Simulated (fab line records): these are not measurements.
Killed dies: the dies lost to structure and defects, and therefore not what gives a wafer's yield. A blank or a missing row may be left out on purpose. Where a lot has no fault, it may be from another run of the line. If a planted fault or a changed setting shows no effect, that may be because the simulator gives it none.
Which tool was responsible? || flow nand harc || 12 lots, 35 wafers sampled, at 7 steps of a route of 1159

WHAT THE GAUGES SHOWED, per wafer
NHARC_P_M2_CD_MEAS_09: the cd target is 170 nm.
{"lot": "L496", "measured": "day 6 09:32", "on": "cd sem-03", "cd nm (nm)": "169.8 169.3 169.2"}
{"lot": "L499", "measured": "day 6 22:22", "on": "cd sem-01", "cd nm (nm)": "169.6 169.4 169.7"}
{"lot": "L500", "measured": "day 7 01:02", "on": "cd sem-02", "cd nm (nm)": "169.8 169.4 169.3"}
{"lot": "L501", "measured": "day 7 08:34", "on": "cd sem-01", "cd nm (nm)": "170.1 170.5 170.3"}
{"lot": "L502", "measured": "day 7 21:13", "on": "cd sem-02", "cd nm (nm)": "170.5 170.2 170.8"}
{"lot": "L503", "measured": "day 7 22:05", "on": "cd sem-03", "cd nm (nm)": "170.6 170.4 170.7"}
{"lot": "L509", "measured": "day 9 10:25", "on": "cd sem-01", "cd nm (nm)": "170.0 169.5 169.6"}
{"lot": "L510", "measured": "day 9 21:23", "on": "cd sem-01", "cd nm (nm)": "169.5 169.5"}
{"lot": "L514", "measured": "day 10 16:31", "on": "cd sem-02", "cd nm (nm)": "169.9 170.0 169.5"}
{"lot": "L515", "measured": "day 11 01:31", "on": "cd sem-01", "cd nm (nm)": "170.2 170.2 170.1"}
{"lot": "L516", "measured": "day 11 06:54", "on": "cd sem-03", "cd nm (nm)": "170.3 170.8 170.3"}
{"lot": "L519", "measured": "day 11 23:19", "on": "cd sem-02", "cd nm (nm)": "169.5 169.9 169.5"}

NHARC_P_M2_THK_MEAS_24: measures by xrf.
{"lot": "L496", "measured": "day 6 12:40", "on": "film metro-02", "thk nm (nm)": "144.2 141.9 145.6"}
{"lot": "L499", "measured": "day 7 01:08", "on": "film metro-01", "thk nm (nm)": "141.9 143.2 143.6"}
{"lot": "L500", "measured": "day 7 03:40", "on": "film metro-02", "thk nm (nm)": "143.4 143.8 145.4"}
{"lot": "L501", "measured": "day 7 11:10", "on": "film metro-02", "thk nm (nm)": "143.8 146.6 144.4"}
{"lot": "L502", "measured": "day 7 23:51", "on": "film metro-01", "thk nm (nm)": "141.7 141.7 144.1"}
{"lot": "L503", "measured": "day 8 00:43", "on": "film metro-01", "thk nm (nm)": "141.6 143.8 142.8"}
{"lot": "L509", "measured": "day 9 13:01", "on": "film metro-01", "thk nm (nm)": "149.1 146.4 144.2"}
{"lot": "L510", "measured": "day 10 00:37", "on": "film metro-02", "thk nm (nm)": "148.1 142.4"}
{"lot": "L514", "measured": "day 10 19:12", "on": "film metro-02", "thk nm (nm)": "145.0 145.6 143.8"}
{"lot": "L515", "measured": "day 11 04:10", "on": "film metro-01", "thk nm (nm)": "146.2 144.1 144.5"}
{"lot": "L516", "measured": "day 11 09:42", "on": "film metro-01", "thk nm (nm)": "145.5 146.3 147.6"}
{"lot": "L519", "measured": "day 12 02:06", "on": "film metro-02", "thk nm (nm)": "144.3 144.1 146.2"}

NHARC_P_M2_INSPECT_27.
{"lot": "L496", "measured": "day 6 12:49", "on": "defect inspect-01", "raw defect count": "328 297 227"}
{"lot": "L499", "measured": "day 7 01:17", "on": "defect inspect-01", "raw defect count": "326 320 350"}
{"lot": "L500", "measured": "day 7 03:50", "on": "defect inspect-01", "raw defect count": "375 385 275"}
{"lot": "L501", "measured": "day 7 11:19", "on": "defect inspect-02", "raw defect count": "336 168 222"}
{"lot": "L502", "measured": "day 8 00:01", "on": "defect inspect-01", "raw defect count": "300 376 310"}
{"lot": "L503", "measured": "day 8 00:52", "on": "defect inspect-01", "raw defect count": "736 249 351"}
{"lot": "L509", "measured": "day 9 13:11", "on": "defect inspect-01", "raw defect count": "4653 177 515"}
{"lot": "L510", "measured": "day 10 00:46", "on": "defect inspect-01", "raw defect count": "4792 389"}
{"lot": "L514", "measured": "day 10 19:22", "on": "defect inspect-02", "raw defect count": "303 203 256"}
{"lot": "L515", "measured": "day 11 04:20", "on": "defect inspect-02", "raw defect count": "332 596 552"}
{"lot": "L516", "measured": "day 11 09:58", "on": "defect inspect-01", "raw defect count": "210 317 252"}
{"lot": "L519", "measured": "day 12 02:15", "on": "defect inspect-02", "raw defect count": "425 361 268"}

NHARC_P_BONDPAD_THK_MEAS_33: measures by ellipsometry.
{"lot": "L496", "measured": "day 6 14:01", "on": "film metro-01", "thk nm (nm)": "200.7 198.5 199.2"}
{"lot": "L499", "measured": "day 7 02:30", "on": "film metro-01", "thk nm (nm)": "201.1 200.4 199.2"}
{"lot": "L500", "measured": "day 7 05:06", "on": "film metro-02", "thk nm (nm)": "199.7 200.0 197.1"}
{"lot": "L501", "measured": "day 7 12:32", "on": "film metro-02", "thk nm (nm)": "198.7 199.5 199.5"}
{"lot": "L502", "measured": "day 8 01:14", "on": "film metro-02", "thk nm (nm)": "199.4 196.2 198.1"}
{"lot": "L503", "measured": "day 8 02:05", "on": "film metro-02", "thk nm (nm)": "199.4 199.1 198.9"}
{"lot": "L509", "measured": "day 9 14:36", "on": "film metro-02", "thk nm (nm)": "200.3 197.6"}
{"lot": "L510", "measured": "day 10 01:58", "on": "film metro-01", "thk nm (nm)": 201.1}
{"lot": "L514", "measured": "day 10 20:52", "on": "film metro-02", "thk nm (nm)": "198.4 200.6 200.8"}
{"lot": "L515", "measured": "day 11 05:57", "on": "film metro-02", "thk nm (nm)": "201.3 200.6 199.6"}
{"lot": "L516", "measured": "day 11 11:11", "on": "film metro-01", "thk nm (nm)": "202.6 201.9 200.6"}
{"lot": "L519", "measured": "day 12 03:32", "on": "film metro-02", "thk nm (nm)": "201.1 200.4 200.1"}

NHARC_END_SORT_01.
{"lot": "L496", "measured": "day 20 03:38", "on": "prober-01", "defect limited yield (%)": "97.3 97.3 97.6", "killed at array": "13 15 12", "killed at other": "2 0 2", "killed at periphery": "3 3 2", "killed dies": "18 18 16", "killed open": "4 5 6", "killed short": "2 4 0", "sort_bin_2_pct (%)": "0.3 0.6 0.4", "sort_bin_3_pct (%)": "0.30 0.15 0", "sort_bin_4_pct (%)": "2.1 1.9 1.9", "sort n pass": "659 659 661", "sort rim yield pct (%)": "95 96 94", "sort yield pct (%)": "97.3 97.3 97.6"}
{"lot": "L499", "measured": "day 19 19:57", "on": "prober-02", "defect limited yield (%)": "96.0 95.4 96.5", "killed at array": "23 25 24", "killed at other": "0 0 0", "killed at periphery": "4 6 0", "killed dies": "27 31 24", "killed open": "2 3 2", "killed short": "1 4 1", "sort_bin_2_pct (%)": "1.2 1.8 1.0", "sort_bin_3_pct (%)": "0.30 0.15 0", "sort_bin_4_pct (%)": "2.5 2.7 2.5", "sort n pass": "650 646 653", "sort rim yield pct (%)": "97 97 99", "sort yield pct (%)": "96.0 95.4 96.5"}
{"lot": "L502", "measured": "day 20 23:23", "on": "prober-01", "defect limited yield (%)": "94.2 95.3 93.8", "killed at array": "37 27 38", "killed at other": "0 2 0", "killed at periphery": "2 3 4", "killed dies": "39 32 42", "killed open": "3 3 6", "killed short": "3 1 2", "sort_bin_2_pct (%)": "1.3 1.2 2.4", "sort_bin_3_pct (%)": "0.59 0.30 0.44", "sort_bin_4_pct (%)": "3.8 3.2 3.4", "sort n pass": "638 645 635", "sort rim yield pct (%)": "92 94 93", "sort yield pct (%)": "94.2 95.3 93.8"}
{"lot": "L509", "measured": "day 22 01:44", "on": "prober-01", "defect limited yield (%)": "0 97.2 97.2", "killed at array": "13 16 17", "killed at other": "0 0 0", "killed at periphery": "664 3 2", "killed dies": "677 19 19", "killed open": "0 6 4", "killed short": "1 1 3", "sort_bin_2_pct (%)": "0 0.4 1.0", "sort_bin_3_pct (%)": "98.08 0 0.15", "sort_bin_4_pct (%)": "1.9 2.4 1.6", "sort n pass": "0 658 658", "sort rim yield pct (%)": "0 98 97", "sort yield pct (%)": "0 97.2 97.2"}
{"lot": "L510", "measured": "day 22 19:40", "on": "prober-02", "defect limited yield (%)": "0 95.6", "killed at array": "24 25", "killed at other": "0 1", "killed at periphery": "653 4", "killed dies": "677 30", "killed open": "4 8", "killed short": "0 1", "sort_bin_2_pct (%)": "1.3 1.2", "sort_bin_3_pct (%)": "96.45 0", "sort_bin_4_pct (%)": "2.2 3.2", "sort n pass": "0 647", "sort rim yield pct (%)": "0 97", "sort yield pct (%)": "0 95.6"}
{"lot": "L514", "measured": "day 24 00:26", "on": "prober-02", "defect limited yield (%)": "95.6 96.3 96.3", "killed at array": "22 18 19", "killed at other": "2 0 0", "killed at periphery": "6 7 6", "killed dies": "30 25 25", "killed open": "5 2 3", "killed short": "2 3 1", "sort_bin_2_pct (%)": "1.3 1.5 0.7", "sort_bin_3_pct (%)": "0.59 0.15 0.15", "sort_bin_4_pct (%)": "2.5 2.1 2.8", "sort n pass": "647 652 652", "sort rim yield pct (%)": "88 93 91", "sort yield pct (%)": "95.6 96.3 96.3"}

TOOL THAT RAN EACH LOT (tool first, then ch and the chambers of the sampled wafers, then the start)
{"lot": "L496", "NHARC_P_M2_PRE_CLEAN_30": "pvd sputter-02, day 6 12:24 or earlier", "NHARC_P_M2_CMP_23": "cmp-01 ch 0,1,2, day 6 12:24"}
{"lot": "L499", "NHARC_P_M2_PRE_CLEAN_30": "pvd sputter-02, day 7 00:51 or earlier", "NHARC_P_M2_CMP_23": "cmp-02 ch 1,2,3, day 7 00:51"}
{"lot": "L500", "NHARC_P_M2_PRE_CLEAN_30": "pvd sputter-02, day 7 03:22 or earlier", "NHARC_P_M2_CMP_23": "cmp-04 ch 1,2,3, day 7 03:22"}
{"lot": "L501", "NHARC_P_M2_PRE_CLEAN_30": "pvd sputter-02, day 7 10:52 or earlier", "NHARC_P_M2_CMP_23": "cmp-04 ch 0,2,3, day 7 10:52"}
{"lot": "L502", "NHARC_P_M2_PRE_CLEAN_30": "pvd sputter-02, day 7 23:32 or earlier", "NHARC_P_M2_CMP_23": "cmp-01 ch 0,3, day 7 23:32"}
{"lot": "L503", "NHARC_P_M2_PRE_CLEAN_30": "pvd sputter-03, day 8 00:23 or earlier", "NHARC_P_M2_CMP_23": "cmp-02 ch 0,2, day 8 00:23"}
{"lot": "L509", "NHARC_P_M2_PRE_CLEAN_30": "pvd sputter-03, day 9 12:42 or earlier", "NHARC_P_M2_CMP_23": "cmp-02 ch 0,1,3, day 9 12:42"}
{"lot": "L510", "NHARC_P_M2_PRE_CLEAN_30": "pvd sputter-01, day 10 00:18 or earlier", "NHARC_P_M2_CMP_23": "cmp-02 ch 1,3, day 10 00:18"}
{"lot": "L514", "NHARC_P_M2_PRE_CLEAN_30": "pvd sputter-01, day 10 18:55 or earlier", "NHARC_P_M2_CMP_23": "cmp-04 ch 0,2,3, day 10 18:55"}
{"lot": "L515", "NHARC_P_M2_PRE_CLEAN_30": "pvd sputter-02, day 11 03:51 or earlier", "NHARC_P_M2_CMP_23": "cmp-04 ch 1,3, day 11 03:51"}
{"lot": "L516", "NHARC_P_M2_PRE_CLEAN_30": "pvd sputter-03, day 11 09:26 or earlier", "NHARC_P_M2_CMP_23": "cmp-04 ch 0,1,3, day 11 09:26"}
{"lot": "L519", "NHARC_P_M2_PRE_CLEAN_30": "pvd sputter-03, day 12 01:47 or earlier", "NHARC_P_M2_CMP_23": "cmp-01 ch 2,3, day 12 01:47"}
- NHARC_P_M2_PRE_CLEAN_30: time 30 s.
- NHARC_P_M2_CMP_23: polishes, t overpolish 20 s, target thk 144.3 nm.

AS READ BY THE TOOLS THEMSELVES (means over the sampled wafers that have a number; for cases with no such wafer, the mark the record gives instead)
NHARC_P_M2_PRE_CLEAN_30.
{"lot": "L496", "tool": "pvd sputter-02", "heater power w (W)": 506}
{"lot": "L499", "tool": "pvd sputter-02", "heater power w (W)": 441}
{"lot": "L500", "tool": "pvd sputter-02", "heater power w (W)": 453}
{"lot": "L501", "tool": "pvd sputter-02", "heater power w (W)": 440}
{"lot": "L502", "tool": "pvd sputter-02", "heater power w (W)": 400}
{"lot": "L503", "tool": "pvd sputter-03", "heater power w (W)": 395}
{"lot": "L509", "tool": "pvd sputter-03", "heater power w (W)": 380}
{"lot": "L510", "tool": "pvd sputter-01", "heater power w (W)": 374}
{"lot": "L514", "tool": "pvd sputter-01", "heater power w (W)": 382}
{"lot": "L515", "tool": "pvd sputter-02", "heater power w (W)": 397}
{"lot": "L516", "tool": "pvd sputter-03", "heater power w (W)": 385}
{"lot": "L519", "tool": "pvd sputter-03", "heater power w (W)": 379}

NHARC_P_M2_CMP_23.
{"lot": "L496", "tool": "cmp-01", "motor current A (A)": 12.0, "time to endpoint s (s)": 25.4}
{"lot": "L499", "tool": "cmp-02", "motor current A (A)": 12.6, "time to endpoint s (s)": 27.7}
{"lot": "L500", "tool": "cmp-04", "motor current A (A)": 12.0, "time to endpoint s (s)": 30.9}
{"lot": "L501", "tool": "cmp-04", "motor current A (A)": 12.2, "time to endpoint s (s)": 28.4}
{"lot": "L502", "tool": "cmp-01", "motor current A (A)": 11.7, "time to endpoint s (s)": 31.3}
{"lot": "L503", "tool": "cmp-02", "motor current A (A)": 11.4, "time to endpoint s (s)": 28.8}
{"lot": "L509", "tool": "cmp-02", "motor current A (A)": 13.1, "time to endpoint s (s)": 31.6}
{"lot": "L510", "tool": "cmp-02", "motor current A (A)": 13.2, "time to endpoint s (s)": 33.6}
{"lot": "L514", "tool": "cmp-04", "motor current A (A)": 12.3, "time to endpoint s (s)": 30.2}
{"lot": "L515", "tool": "cmp-04", "motor current A (A)": 12.4, "time to endpoint s (s)": 29.9}
{"lot": "L516", "tool": "cmp-04", "motor current A (A)": 11.9, "time to endpoint s (s)": 29.7}
{"lot": "L519", "tool": "cmp-01", "motor current A (A)": 11.2, "time to endpoint s (s)": 29.0}

THE ANSWER, worked out from the rows above alone
Rule: usual is defined by the lots themselves. Put in order of their means at a reading, lots are off if they are a third of the lots or fewer, leave a main group of 4 or more, and stand apart from it by a gap of 3 or more times the standard deviation of the main group's means; of several such gaps the widest counts. A main group is skipped when, at the precision printed for the reading in the tables above, its means are all equal. Also off: a lot with no number at a reading for which 4 or more lots have one. The other lots that the step has rows for count as sound. First the gauges in route order, then the tools' own readings, where a lot's mean is used as printed above. The first step at which some lot is off is used, and at that step the reading that is off furthest; a lot without a number counts as furthest.
Off at NHARC_P_M2_INSPECT_27 (raw defect count): L509, L510. The main group has a mean of 334 with a standard deviation of 78.
If a tool, at a process step before that reading, ran all the lots that are off and no sound lot after the first of them, it fits. Not tried: the gauges at NHARC_P_M2_INSPECT_27; whatever is off there is also off at NHARC_END_SORT_01, on other tools, and gauge error can't account for it. With no start given for some of its lots, NHARC_P_M2_PRE_CLEAN_30 uses the hours and lot order of NHARC_P_M2_CMP_23. One candidate fits, namely cmp-02 at NHARC_P_M2_CMP_23. A fault onset in the window from L503 (day 8 00:23, its last sound lot) to L509 (day 9 12:42, its first lot off) fits.

WHAT WAS PUT IN BY THE SIMULATOR
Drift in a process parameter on cmp-02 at NHARC_P_M2_CMP_23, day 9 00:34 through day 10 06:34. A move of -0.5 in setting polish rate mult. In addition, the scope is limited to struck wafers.
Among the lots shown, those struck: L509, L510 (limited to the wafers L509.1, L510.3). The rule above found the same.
